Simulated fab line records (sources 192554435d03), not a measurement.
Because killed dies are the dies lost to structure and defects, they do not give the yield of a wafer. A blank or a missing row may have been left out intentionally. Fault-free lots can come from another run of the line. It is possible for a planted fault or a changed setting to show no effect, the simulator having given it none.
Split-lot experiment -- flow n5-finfet -- route with 1938 steps; 7 lots, 21 wafers read

ABOUT THE SPLIT
At N5_PASSIVATION_AL_DEP_21 (deposits Al, target thk 2800 nm, time 170 s), the setting time-s was moved away from the recipe's 170 s on 7 of the 21 wafers read, by -10.4% to +10.2%. For the rest of the wafers, this setting stayed at what the recipe calls for.

Reading taken at the split's own step.

THE READING
Al_of_PASSIVATION_AL_DEP_21.thk-nm (the simulator's own value, which no gauge read), in nm, at N5_PASSIVATION_AL_DEP_21 (deposits Al, target thk 2800 nm, time 170 s). There is no usual value for it anywhere in the file. Here, 14 wafers ran the recipe; their average is 2818 nm with a standard deviation of 21 nm.

wafer,"tool, chamber at the split","time-s as run, s",against the recipe,"Al_of_PASSIVATION_AL_DEP_21.thk-nm, nm",against lot-mates on the recipe
L074.1,"pvd-sputter-01, -",170,recipe,2822,-
L074.3,"pvd-sputter-01, -",170,recipe,2794,-
L074.5,"pvd-sputter-01, -",170,recipe,2818,-
L075.3,"pvd-sputter-02, -",170,recipe,2843,-
L075.5,"pvd-sputter-02, -",170,recipe,2843,-
L075.4,"pvd-sputter-02, -",170,recipe,2848,-
L079.2,"pvd-sputter-03, -",155,-8.8%,2558,-274
L079.4,"pvd-sputter-03, -",170,recipe,2843,-
L079.6,"pvd-sputter-03, -",170,recipe,2822,-
L082.2,"pvd-sputter-03, -",178.7,+5.1%,2916,+129
L082.5,"pvd-sputter-03, -",170,recipe,2787,-
L082.6,"pvd-sputter-03, -",178.7,+5.1%,2939,+152
L086.2,"pvd-sputter-01, -",187.3,+10.2%,3061,no lot-mate on the recipe
L086.4,"pvd-sputter-01, -",187.3,+10.2%,3080,no lot-mate on the recipe
L086.6,"pvd-sputter-01, -",187.3,+10.2%,3077,no lot-mate on the recipe
L091.1,"pvd-sputter-01, -",170,recipe,2814,-
L091.3,"pvd-sputter-01, -",170,recipe,2812,-
L091.4,"pvd-sputter-01, -",170,recipe,2825,-
L092.2,"pvd-sputter-01, -",170,recipe,2803,-
L092.3,"pvd-sputter-01, -",152.3,-10.4%,2518,-272
L092.6,"pvd-sputter-01, -",170,recipe,2777,-

FIT RESULTS
A straight line over all 21 wafers: Al_of_PASSIVATION_AL_DEP_21.thk-nm changes by +26.3 nm for each +1% of time-s; r = +0.99; the points scatter about the line by 22 nm.
The same after taking each lot's own level away (the mean of its wafers on the recipe; 18 wafers): +28 nm for each +1%; r = +0.99; scatter 13 nm.
On that fit, the largest move of time-s shifts the reading by 2.9e+02 nm.
Across the lots, their own levels run from 2787.0 to 2844.7 nm, a range of 2.7 times the standard deviation given above.
So the lot-to-lot level changes the slope little: the two slopes agree.
Check: -311 nm against its lot-mates is what the line predicts for one of the wafers moved furthest among these (-10.4%) when that wafer is left out of the fit. It came out at -272 nm against them.

THESE WAFERS: OTHER SPLITS
Before the reading, these wafers also passed through other splits. Each is held against what the fit with the lots' levels taken away leaves over:
other split on the same wafers,wafers away from the commonest value,r with Al_of_PASSIVATION_AL_DEP_21.thk-nm (lot level and that fit taken away)
N5_BEOL_M15_TRENCH_ETCH_34 time-s,4,-0.02
N5_PASSIVATION_PASS_ETCH_74 source-w,8,-0.22
N5_PASSIVATION_SPUTTER_20 target-thk-a,6,+0.33

THE FILE'S OWN FIT
Al_of_PASSIVATION_AL_DEP_21.thk-nm changes by +28.1 nm for each +1% of time-s, r = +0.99.
